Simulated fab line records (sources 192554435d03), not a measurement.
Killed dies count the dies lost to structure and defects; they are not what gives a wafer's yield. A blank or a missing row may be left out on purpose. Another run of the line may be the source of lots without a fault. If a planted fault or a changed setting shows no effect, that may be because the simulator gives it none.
fab line records	flow n5Finfet
record lots=5	wafers=15	lastDay=16
route steps=1938 shown BEOL_M0_CUTY@714 BEOL_M0@715 BEOL_M4@1111 PASSIVATION@1936
lots that met no fault: from a run of the same line without faults
startH: the number of hours between the record's first day and the start of the first shown wafer of the lot	waitH: hours from the lot's prior step to this one	" as in the row above	L1.1+2: one row covering several wafers at once	- no value present, or no start provided	* or withheld: withheld	< > ~ a bound
route shown NAME@n: a module of which the file shows steps, and the number in the route of the first	usual: mean/standard deviation of fault-free wafers	same: alike in all rows	chamber/n: place in a boat	sites: per-site readings	_std_site: standard deviation of those values	_edge_site: outer sites' mean less inner sites'	radiusMm: how far each site lies from the wafer's centre	mask NAME#n: copy n	behind: the most recent tool/chamber to have shaped the wafer	hold: why the lot went on hold/how many hours it stayed there/how the hold came to an end	device: the transistor (n, p or np) that didn't switch	end of line: the route-end tests of the same wafers	where a step has no rows: the recipe by itself	killed: count of dies lost to structure and defects at first sort (not the wafer's yield)	map: a wafer's dies, marking killed ones x, the rest . and places with no die _
set.NAME: the setting the step ran with; set.NAME@STEP: the setting that earlier step ran with	model.NAME: the simulator's own value behind a step, which no gauge read
certain route steps with their lots: each step a table, each wafer a row
services: a tool's chamber out of use, with start hour (startH, from the record's first day; less than 0 if before it), hours out, and reason
## steps
# step N5_BEOL_M0_CUTY_STRIP_64
# recipe chemistry=N2/H2	tempC=40	n2FlowSccm=200	h2FlowSccm=200	rfFrequencyHz=6e+07
# step N5_BEOL_M0_ETCH_138
# recipe chemistry=CH3F/O2	targetDepthA=120	target=SiCN	timeS=31.6	ionEnergyEv=120	pressureMtorr=30	sourceW=395	biasW=75	Ar_flow_sccm=150	CH3F_flow_sccm=30	O2_flow_sccm=20	ends=cleared
# step N5_BEOL_M0_HM_OPEN_105
# recipe chemistry=Cl2/BCl3	targetDepthA=120	target=TiN	ionEnergyEv=150	pressureMtorr=10	icpW=1000	biasW=126	Cl2_flow_sccm=53.25	bcl3FlowSccm=21.75	Ar_flow_sccm=25
# step N5_BEOL_M0_STRIP_140
# recipe chemistry=CF4	resist=SiARC	powerW=300	biasPowerW=75	pressureMtorr=50	cf4FlowSccm=150	rfFrequencyHz=6e+07
# step N5_BEOL_M0_STRIP_104
# recipe chemistry=N2/H2	powerW=450	tempC=40	pressureMtorr=20	rfFrequencyHz=6e+07	overashFraction=0.3	biasPowerW=7	h2Frac=0.5	n2FlowSccm=200	h2FlowSccm=200
# step N5_BEOL_M0_WET_ETCH_106
# recipe chemistry=DHF	dilution=10:1	tempC=25	target=SiO2	targetDepthA=1300	dry=ipaMarangoni	rinseTimeS=30	rinseTempC=23
# step N5_BEOL_M0_ETCH_128
# recipe chemistry=CF4/N2	targetDepthA=120	overetchA=51	target=SiCN	timeS=21.4	ionEnergyEv=150	pressureMtorr=40	sourceW=430	biasW=70	Ar_flow_sccm=100	cf4FlowSccm=60	n2FlowSccm=60
# step N5_BEOL_M0_TRENCH_ETCH_107
# recipe chemistry=C4F6/O2	targetDepthA=328	target=SiOC	timeS=16.4	ionEnergyEv=250	pressureMtorr=30	sourceW=355	biasW=185	Ar_flow_sccm=300	C4F6_flow_sccm=10	O2_flow_sccm=10
# step N5_BEOL_M0_STRIP_142
# recipe chemistry=N2/H2	timeS=10	powerW=450	tempC=40	pressureMtorr=20	rfFrequencyHz=6e+07	biasPowerW=7	n2FlowSccm=200	h2FlowSccm=200
# step N5_BEOL_M0_HM_STRIP_129
# recipe chemistry=peroxideTinStrip	material=TiN	targetDepthA=170	tempC=50	timeS=108
# step N5_BEOL_M0_SRD_130
# recipe timeS=30	tempC=23	rinseLiquid=diw	dry=ipaMarangoni
# step N5_BEOL_M0_ETCH_109
# recipe chemistry=CH3F/O2	targetDepthA=80	overetchA=24	target=SiCN	timeS=27.4	ionEnergyEv=120	pressureMtorr=30	sourceW=395	biasW=75	Ar_flow_sccm=150	CH3F_flow_sccm=30	O2_flow_sccm=20
# usual drypumpMotorCurrentA=5.9/0.43	oesProductAu=0.66/0.062	rfVppV=297.6/1.5	showerheadPlenumPTorr=2.01/0.055	throttleValvePct=16.39/0.2
lot.wafer	tool	chamber	startH	waitH	drypumpMotorCurrentA	oesProductAu	rfHoursCounterH	rfVppV	showerheadPlenumPTorr	throttleValvePct	model.SiOC_of_BEOL_M0_SAQP_ILD_DEP_01.thkNm
L683.2	rieDiel-01	0	146.56	0.0	6.4	0.67	130	300.2	2.08	16.36	42.8
L683.4	"	2	"	"	6.2	0.79	19	298.9	2.05	16.31	43.6
L683.6	"	2	"	"	6.2	0.79	-	297.9	2.05	16.32	43.6
L686.3	rieDiel-06	3	149.05	0.6	5.3	0.74	26	298.6	2.06	16.36	42.2
L686.4	"	0	"	"	5.7	0.68	110	300.3	2.11	16.34	42.8
L686.5	"	3	"	"	5.3	0.74	-	297.6	2.06	16.34	42.8
L700.2	rieDiel-01	2	219.29	0.4	6.2	0.76	44	299.4	2.04	16.37	39.8
L700.3	"	3	"	"	6.1	0.60	239	296.9	1.97	16.70	40.2
L700.6	"	2	"	"	6.2	0.75	-	299.2	2.04	16.38	41.4
L698.2	rieDiel-01	0	219.37	0.4	6.5	0.66	156	297.8	2.07	16.40	41
L698.3	"	3	"	"	6.1	0.61	239	297.0	1.97	16.71	41.2
L698.5	"	2	"	"	6.2	0.76	-	297.7	2.04	16.38	41
L699.2	rieDiel-01	3	222.31	0.0	6.1	0.60	240	296.0	1.97	16.70	39.8
L699.5	"	1	"	"	6.0	0.60	-	293.9	1.92	16.45	41.2
L699.6	"	2	"	"	6.2	0.74	-	297.4	2.04	16.39	40.8
# step N5_BEOL_M0_STRIP_139
# recipe chemistry=postEtchResidueRemover	timeS=60	tempC=25	removerPh=withheld	removerWaterWtPct=withheld	removerFluorideWtPct=withheld
# step N5_BEOL_M0_SRD_111
# recipe timeS=30	tempC=23	rinseLiquid=diw	dry=ipaMarangoni
# step N5_BEOL_M0_DEGAS_112
# recipe ambient=vacuum	tempC=250	timeS=60
# step N5_BEOL_M0_PRE_CLEAN_113
# recipe gas=H2/He	timeS=30	tempC=250
# step N5_BEOL_M0_ALD_136
# recipe material=TaN	targetThkA=*	tempC=275	aldPrecursorFamily=PDMAT	aldCoReactant=NH3	pressureTorr=3	carrierFlowSccm=1500	pulseTimeS=2	purgeTimeS=3	coReactantPurgeTimeS=2	coReactantPulseTimeS=3	aldCycles=30	precursorVesselTempC=75	precursorVesselPressureTorr=26.25	precursorVesselCarrierSccm=1000
# step N5_BEOL_M0_SURFACE_TREAT_137
# recipe gas=Ar	timeS=*	ionEnergyEv=*	ionCurrentMaCm2=0.5	pressureMtorr=*	arFlowSccm=30
# step N5_BEOL_M0_CVD_115
# recipe material=Co	targetThkA=*	tempC=withheld	precursor=CCTBA/H2	pressureTorr=30	timeS=120
# step N5_BEOL_M0_SPUTTER_116
# recipe material=Cu	targetThkA=40	tempC=-20	chamberPressurePa=0.07	powerW=withheld	timeS=7.37
# step N5_BEOL_M0_ANNEAL_117
# recipe tempC=400	timeS=60	ambient=vacuum
# step N5_BEOL_M0_SPUTTER_132
# recipe material=Cu	targetThkA=40	tempC=-20	chamberPressurePa=0.07	powerW=withheld	timeS=7.37
# step N5_BEOL_M0_ANNEAL_133
# recipe tempC=400	timeS=60	ambient=vacuum
# step N5_BEOL_M0_SPUTTER_134
# recipe material=Cu	targetThkA=40	tempC=-20	chamberPressurePa=0.07	powerW=withheld	timeS=7.37
# step N5_BEOL_M0_ANNEAL_135
# recipe tempC=400	timeS=60	ambient=vacuum
# step N5_BEOL_M0_SPUTTER_141
# recipe material=Cu	targetThkA=40	tempC=-20	chamberPressurePa=0.07	powerW=withheld	timeS=7.37
# step N5_BEOL_M0_ECD_118
# recipe material=Cu	targetThkA=3000
# step N5_BEOL_M0_ANNEAL_119
# recipe tempC=225	timeS=90	ambient=N2
# step N5_BEOL_M0_CMP_120
# recipe stopOn=SiOC	tOverpolishS=6.9	downForcePsi=1	platenRpm=50	clearingPlatenDownForcePsi=1.5	clearingPlatenRpm=50	postCmpClean=cuAlkaline	clearingPlatenPadVelocityMS=0.99484	padVelocityMS=0.99484
# usual barrierFieldEndpointS=3.70/0.16	motorCurrentA=6.1/0.45	overpolishRunS=6.899/0.0085	timeToEndpointS=63/3.6
lot.wafer	tool	chamber	startH	waitH	barrierFieldEndpointS	motorCurrentA	overpolishRunS	timeToEndpointS	model.SiOC_of_BEOL_M0_SAQP_ILD_DEP_01.thkNm
L683.2	cmp-01	2	148.74	0.2	3.63	6.4	6.904	63	39.8
L683.4	"	1	"	"	3.58	6.7	6.896	65	40.6
L683.6	"	2	"	"	3.67	6.5	6.895	62	40.4
L686.3	cmp-01	1	152.00	0.7	3.83	6.4	6.891	63	39.2
L686.4	"	2	"	"	3.69	5.7	6.903	64	39.8
L686.5	"	0	"	"	3.86	5.7	6.888	64	39.6
L700.2	cmp-02	1	221.37	0.2	3.64	6.7	6.900	68	36.6
L700.3	"	2	"	"	3.73	6.5	6.892	66	37
L700.6	"	2	"	"	3.77	7.0	6.891	64	38.4
L698.2	cmp-04	2	222.05	0.2	3.51	5.7	6.902	60	37.8
L698.3	"	1	"	"	3.90	6.2	6.882	61	38
L698.5	"	3	"	"	3.44	6.7	6.885	56	37.8
L699.2	cmp-02	0	224.72	0.3	3.74	6.1	6.904	60	36.8
L699.5	"	1	"	"	3.94	7.1	6.888	64	38
L699.6	"	2	"	"	3.70	6.2	6.919	66	37.6
# step N5_BEOL_M4_RC_MEAS_101
# usual DIBL_N=36.6/2.1	DIBL_P=36.5/2.7	IOFF_N=0.17/0.043	IOFF_P=0.22/0.045	ION_N=674/17	ION_P=461/9.9	SS_N=71.7/0.79	SS_P=73.4/0.79	VT_N=249/4	VT_P=-250/3.3
lot.wafer	tool	chamber	startH	waitH	DIBL_N[mV/V]	DIBL_P[mV/V]	IOFF_N[nA/um]	IOFF_P[nA/um]	ION_N[uA/um]	ION_P[uA/um]	SS_N[mV/dec]	SS_P[mV/dec]	VT_N[mV]	VT_P[mV]
L683.2	prober-02	0	191.96	0.2	36.5	36.2	0.17	0.24	680	470	70.7	73.2	248	-246
L683.4	"	0	"	"	36.9	35.5	0.18	0.24	681	474	72.1	73.3	248	-246
L683.6	"	0	"	"	35.3	35.0	0.14	0.22	661	461	71.0	73.4	252	-248
L686.3	prober-01	0	195.08	0.3	33.0	30.5	0.08	0.13	631	437	70.0	71.8	260	-255
L686.4	"	0	"	"	39.2	39.2	0.20	0.25	698	472	72.2	73.9	247	-246
L686.5	"	0	"	"	40.0	40.8	0.21	0.28	671	459	73.2	74.9	245	-250
L700.2	prober-01	0	267.99	0.2	34.6	35.1	0.13	0.18	658	449	71.1	73.7	255	-252
L700.3	"	0	"	"	34.7	35.6	0.15	0.21	680	465	71.0	72.8	247	-249
L700.6	"	0	"	"	33.9	34.1	0.12	0.17	658	456	71.0	72.2	253	-253
L698.2	prober-02	0	274.16	0.2	34.9	36.4	0.14	0.20	674	472	70.8	73.4	251	-248
L698.3	"	0	"	"	38.0	39.6	0.18	0.24	679	462	72.4	74.1	248	-249
L698.5	"	0	"	"	39.4	41.1	0.20	0.27	668	459	72.8	74.0	248	-247
L699.2	prober-02	0	275.93	0.2	38.1	39.4	0.24	0.26	713	478	71.9	74.1	243	-247
L699.5	"	0	"	"	39.4	39.4	0.24	0.26	705	473	72.1	74.2	243	-250
L699.6	"	0	"	"	37.1	37.6	0.20	0.22	711	475	72.0	73.6	243	-251
# step N5_PASSIVATION_PROBE_49
# usual defectLimitedYield=91.5/1.7	killed_at_M0_to_M3=33/11	killed_at_M4_up=13/5.2	killedAtContacts=11/5.7	killedAtFrontEnd=39/11	killedAtOther=4/3	killedDies=101/20	killedOpen=66/15	killedShort=33/8.4	sort_bin_5_function=5.0/1.1	sort_bin_6_memory=3.2/0.69	sort_bin_8_speed=0.1/0.52	sortNPass=1078/20	sortYieldPct=91.4/1.7
# same grossDies=1180	killedAtBackSide=0	sort_bin_4_leakage[%]=0
lot.wafer	tool	chamber	startH	waitH	defectLimitedYield[%]	killed_at_M0_to_M3	killed_at_M4_up	killedAtContacts	killedAtFrontEnd	killedAtOther	killedDies	killedOpen	killedShort	sort_bin_5_function[%]	sort_bin_6_memory[%]	sort_bin_8_speed[%]	sortNPass	sortYieldPct[%]
L683.2	prober-01	-	287.56	0.1	91.9	38	14	10	26	7	95	67	26	4.8	3.2	0	1085	91.9
L683.4	prober-01	-	287.66	0.2	91.4	32	14	10	36	10	102	58	43	5.3	2.8	0	1078	91.4
L683.6	prober-01	-	287.76	0.3	91.2	36	13	16	38	1	104	64	36	4.5	4.0	0	1076	91.2
# killed by level:class
L683.2 BEOL_M3:geometricParticle:open=14 BEOL_M2:geometricParticle:open=8 BEOL_M0_SAQP:geometricParticle:open=7 BEOL_M4:geometricParticle:open=7 MOL_CONTACT_COAG:geometricParticle:open=7 FIN_SAQP:geometricParticle:open=6 BEOL_M0_SAQP:geometricParticle:short=5 DUMMY_GATE:geometricParticle:open=3
L683.4 BEOL_M4:geometricParticle:open=8 FIN_SAQP:geometricParticle:short=7 MOL_CONTACT_COAG:geometricParticle:open=7 BEOL_M2:geometricParticle:open=7 FIN_SAQP:geometricParticle:open=6 STI_FIN_REVEAL:geometricParticle:open=6 BEOL_M0_SAQP:geometricParticle:short=6 BEOL_M1:geometricParticle:open=5
L683.6 MOL_CONTACT_COAG:geometricParticle:open=12 STI_FIN_REVEAL:geometricParticle:open=9 BEOL_M1:geometricParticle:open=8 BEOL_M0_SAQP:geometricParticle:short=8 BEOL_M2:geometricParticle:open=6 ILD0:geometricParticle:open=5 BEOL_M4:geometricParticle:open=5 GATE_CUT:geometricParticle:short=4
## services
tool	chamber	startH	hours	kind
cmp-01	-	124.82	5.8	repair
cmp-02	-	139.49	4.0	pm
cmp-02	-	143.49	-	consumableReplace:conditioner
cmp-02	-	143.49	-	consumableReplace:pad
cmp-02	-	143.49	11.0	pm
cmp-01	-	162.61	1.0	repair
cmp-01	-	173.77	0.7	repair
cmp-01	-	177.34	6.2	pm
cmp-01	-	198.41	2.6	repair
cmp-04	-	212.82	0.3	repair
rieDiel-06	1	220.53	-	clean
rieDiel-06	1	220.53	-	consumableReplace:focusRing
rieDiel-06	1	220.53	20.2	scheduledDown
rieDiel-06	1	220.53	20.2	ventCycle
## key
firstSign none at tools or gauges
modelEffect step=N5_BEOL_M0_ETCH_109	value=SiOC_of_BEOL_M0_SAQP_ILD_DEP_01.thkNm	without=41.91	struck=40.71
modelEffect step=N5_BEOL_M0_CMP_120	value=SiOC_of_BEOL_M0_SAQP_ILD_DEP_01.thkNm	without=38.78	struck=37.56
metAt N5_BEOL_M0_ETCH_109
struckWafers L698.2,L698.3,L698.5,L699.2,L699.5,L699.6,L700.2,L700.3,L700.6
baselineLoss step=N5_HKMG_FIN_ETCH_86	wafers=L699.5
alsoFits time
fault kind=processParameterDrift	tool=rieDiel-01	chamber=-	onsetH=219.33	steps=N5_BEOL_M0_ETCH_109	channel=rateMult	offset=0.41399	shape=step	endH=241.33
# baselineLoss: these wafers lose ten dies or more at that step, a loss of the line's own and not of a fault; the sort's usual values leave them out
